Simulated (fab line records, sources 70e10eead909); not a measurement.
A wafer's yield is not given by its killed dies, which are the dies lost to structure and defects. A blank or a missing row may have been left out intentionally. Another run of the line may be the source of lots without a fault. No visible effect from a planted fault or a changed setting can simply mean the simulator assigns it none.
Chamber matching || flow nand harc || NHARC_P_GATE_DESCUM_61 on rie diel-10: 4 sister chambers
The step chemistry O2, time 3 s. 14 wafers are shown with their chamber, then 7 later ones without.

== WAFERS PAIRED WITH THEIR CHAMBERS ==
{"wafer": "L569.1", "chamber": 3, "showerhead plenum p Torr (Torr)": 1.87, "rf vpp V (V)": 56.9, "oes product au (a.u.)": 0.994}
{"wafer": "L569.2", "chamber": 2, "showerhead plenum p Torr (Torr)": 1.94, "rf vpp V (V)": 57.1, "oes product au (a.u.)": 1.010}
{"wafer": "L569.5", "chamber": 1, "showerhead plenum p Torr (Torr)": 1.91, "rf vpp V (V)": 57.5, "oes product au (a.u.)": 0.998}
{"wafer": "L570.2", "chamber": 0, "showerhead plenum p Torr (Torr)": 2.06, "rf vpp V (V)": 59.6, "oes product au (a.u.)": 0.980}
{"wafer": "L570.3", "chamber": 2, "showerhead plenum p Torr (Torr)": 1.94, "rf vpp V (V)": 58.0, "oes product au (a.u.)": 1.012}
{"wafer": "L570.5", "chamber": 2, "showerhead plenum p Torr (Torr)": 1.94, "rf vpp V (V)": 57.9, "oes product au (a.u.)": 1.012}
{"wafer": "L580.4", "chamber": 3, "showerhead plenum p Torr (Torr)": 1.87, "rf vpp V (V)": 57.2, "oes product au (a.u.)": 0.990}
{"wafer": "L580.5", "chamber": 0, "showerhead plenum p Torr (Torr)": 2.06, "rf vpp V (V)": 58.9, "oes product au (a.u.)": 1.002}
{"wafer": "L580.6", "chamber": 3, "showerhead plenum p Torr (Torr)": 1.87, "rf vpp V (V)": 57.7, "oes product au (a.u.)": 1.012}
{"wafer": "L581.2", "chamber": 0, "showerhead plenum p Torr (Torr)": 2.06, "rf vpp V (V)": 57.8, "oes product au (a.u.)": 0.996}
{"wafer": "L581.3", "chamber": 3, "showerhead plenum p Torr (Torr)": 1.87, "rf vpp V (V)": 57.4, "oes product au (a.u.)": 0.995}
{"wafer": "L581.4", "chamber": 1, "showerhead plenum p Torr (Torr)": 1.90, "rf vpp V (V)": 56.9, "oes product au (a.u.)": 1.014}
{"wafer": "L582.2", "chamber": 2, "showerhead plenum p Torr (Torr)": 1.94, "rf vpp V (V)": 56.0, "oes product au (a.u.)": 1.016}
{"wafer": "L582.3", "chamber": 3, "showerhead plenum p Torr (Torr)": 1.87, "rf vpp V (V)": 58.4, "oes product au (a.u.)": 1.016}

SIGNATURES, as means of the wafers listed above
{"reading": "showerhead plenum p Torr", "chamber 0": 2.0600, "chamber 1": 1.9050, "chamber 2": 1.9400, "chamber 3": 1.8700, "scatter within a chamber": 0.00224}
{"reading": "rf vpp V", "chamber 0": 58.767, "chamber 1": 57.200, "chamber 2": 57.250, "chamber 3": 57.520, "scatter within a chamber": 0.755}
{"reading": "oes product au", "chamber 0": 0.99267, "chamber 1": 1.00600, "chamber 2": 1.01250, "chamber 3": 1.00140, "scatter within a chamber": 0.00978}
Rule: a wafer's distance from a chamber is the root of the sum, over the readings, of the square of ((its reading less the chamber's mean) divided by the reading's scatter). The wafer belongs to the nearest chamber; if the next one is less than 2 further off, it can't be placed. How the scatter is found: for the shown wafers, subtract from each reading the mean of its chamber, square and add these, divide the total by (wafers less chambers), then take the root.

== WAFERS WHOSE CHAMBER IS MISSING ==
{"wafer": "L582.5", "showerhead plenum p Torr (Torr)": 1.87, "rf vpp V (V)": 56.6, "oes product au (a.u.)": 1.009}
{"wafer": "L585.1", "showerhead plenum p Torr (Torr)": 1.90, "rf vpp V (V)": 57.7, "oes product au (a.u.)": 1.001}
{"wafer": "L585.3", "showerhead plenum p Torr (Torr)": 1.87, "rf vpp V (V)": 58.1, "oes product au (a.u.)": 1.013}
{"wafer": "L585.5", "showerhead plenum p Torr (Torr)": 2.06, "rf vpp V (V)": 58.9, "oes product au (a.u.)": 0.993}
{"wafer": "L586.1", "showerhead plenum p Torr (Torr)": 1.94, "rf vpp V (V)": 57.0, "oes product au (a.u.)": 1.011}
{"wafer": "L586.3", "showerhead plenum p Torr (Torr)": 1.87, "rf vpp V (V)": 57.2, "oes product au (a.u.)": 0.997}
{"wafer": "L586.5", "showerhead plenum p Torr (Torr)": 2.06, "rf vpp V (V)": 57.5, "oes product au (a.u.)": 0.993}

== CHAMBER TAKEN BY EACH ==
{"wafer": "L582.5", "from the rows above": 3, "in truth": 3}
{"wafer": "L585.1", "from the rows above": 1, "in truth": 1}
{"wafer": "L585.3", "from the rows above": 3, "in truth": 3}
{"wafer": "L585.5", "from the rows above": 0, "in truth": 0}
{"wafer": "L586.1", "from the rows above": 2, "in truth": 2}
{"wafer": "L586.3", "from the rows above": 3, "in truth": 3}
{"wafer": "L586.5", "from the rows above": 0, "in truth": 0}
Placed correctly: 7 of 7. Left unplaced by these rows: 0. Wrongly placed: 0.
